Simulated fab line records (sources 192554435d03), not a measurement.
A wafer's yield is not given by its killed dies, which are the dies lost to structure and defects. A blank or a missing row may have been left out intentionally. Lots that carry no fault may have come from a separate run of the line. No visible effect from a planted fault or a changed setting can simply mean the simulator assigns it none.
Matching of chambers + flow n5Finfet + 4 sister chambers for N5_SD_EPI_P_ETCH_37 on rieDiel-03
The step etches SOC in N2/H2, overetch 108 nm, time 486 s. 14 wafers are shown with their chamber, then 7 later ones without.

## WAFERS WITH THEIR CHAMBER
| wafer  | chamber | showerheadPlenumPTorr (Torr) | throttleValvePct (%) | drypumpMotorCurrentA (A) |
|--------|---------|------------------------------|----------------------|--------------------------|
| L078.3 | 1       | 2.42                         | 23.9                 | 6.8                      |
| L078.4 | 2       | 2.64                         | 23.6                 | 6.3                      |
| L078.6 | 0       | 2.66                         | 24.3                 | 5.7                      |
| L083.1 | 1       | 2.41                         | 23.9                 | 6.8                      |
| L083.3 | 3       | 2.48                         | 23.6                 | 5.9                      |
| L083.6 | 0       | 2.65                         | 24.3                 | 5.7                      |
| L084.1 | 2       | 2.63                         | 23.6                 | 6.2                      |
| L084.2 | 0       | 2.65                         | 24.3                 | 5.8                      |
| L084.5 | 2       | 2.63                         | 23.6                 | 6.2                      |
| L086.2 | 2       | 2.63                         | 23.6                 | 6.2                      |
| L086.4 | 1       | 2.41                         | 23.9                 | 6.8                      |
| L086.6 | 1       | 2.41                         | 24.0                 | 6.8                      |
| L088.1 | 2       | 2.63                         | 23.6                 | 6.2                      |
| L088.2 | 0       | 2.65                         | 24.3                 | 5.8                      |

SIGNATURES (means of the wafers above)
| reading               | chamber 0 | chamber 1 | chamber 2 | chamber 3 | scatter within a chamber |
|-----------------------|-----------|-----------|-----------|-----------|--------------------------|
| showerheadPlenumPTorr | 2.6525    | 2.4125    | 2.6320    | 2.4800    | 0.0048                   |
| throttleValvePct      | 24.300    | 23.925    | 23.600    | 23.600    | 0.0274                   |
| drypumpMotorCurrentA  | 5.750     | 6.800     | 6.220     | 5.900     | 0.0424                   |
Rule: for each reading, subtract the chamber's mean from the wafer's reading, divide by that reading's scatter and square the result; add these up over the readings and take the root, which gives the wafer's distance from the chamber. The wafer belongs to the nearest chamber; if the next one is less than 2 further off, it can't be placed. The scatter: take each reading less its chamber's mean, square it, sum over the shown wafers, divide by the number of wafers less the number of chambers, and take the root.

## WAFERS MISSING THEIR CHAMBER
| wafer  | showerheadPlenumPTorr (Torr) | throttleValvePct (%) | drypumpMotorCurrentA (A) |
|--------|------------------------------|----------------------|--------------------------|
| L088.3 | 2.41                         | 24.0                 | 6.8                      |
| L091.3 | 2.63                         | 23.6                 | 6.2                      |
| L091.4 | 2.65                         | 24.3                 | 5.8                      |
| L091.6 | 2.63                         | 23.6                 | 6.2                      |
| L095.3 | 2.64                         | 24.3                 | 5.8                      |
| L095.5 | 2.47                         | 23.6                 | 5.8                      |
| L095.6 | 2.64                         | 24.3                 | 5.7                      |

## EACH ONE'S CHAMBER
| wafer  | from the rows above | in truth |
|--------|---------------------|----------|
| L088.3 | 1                   | 1        |
| L091.3 | 2                   | 2        |
| L091.4 | 0                   | 0        |
| L091.6 | 2                   | 2        |
| L095.3 | 0                   | 0        |
| L095.5 | 3                   | 3        |
| L095.6 | 0                   | 0        |
Correctly placed: 7 of 7. Not placeable from these rows: 0. Wrongly placed: 0.
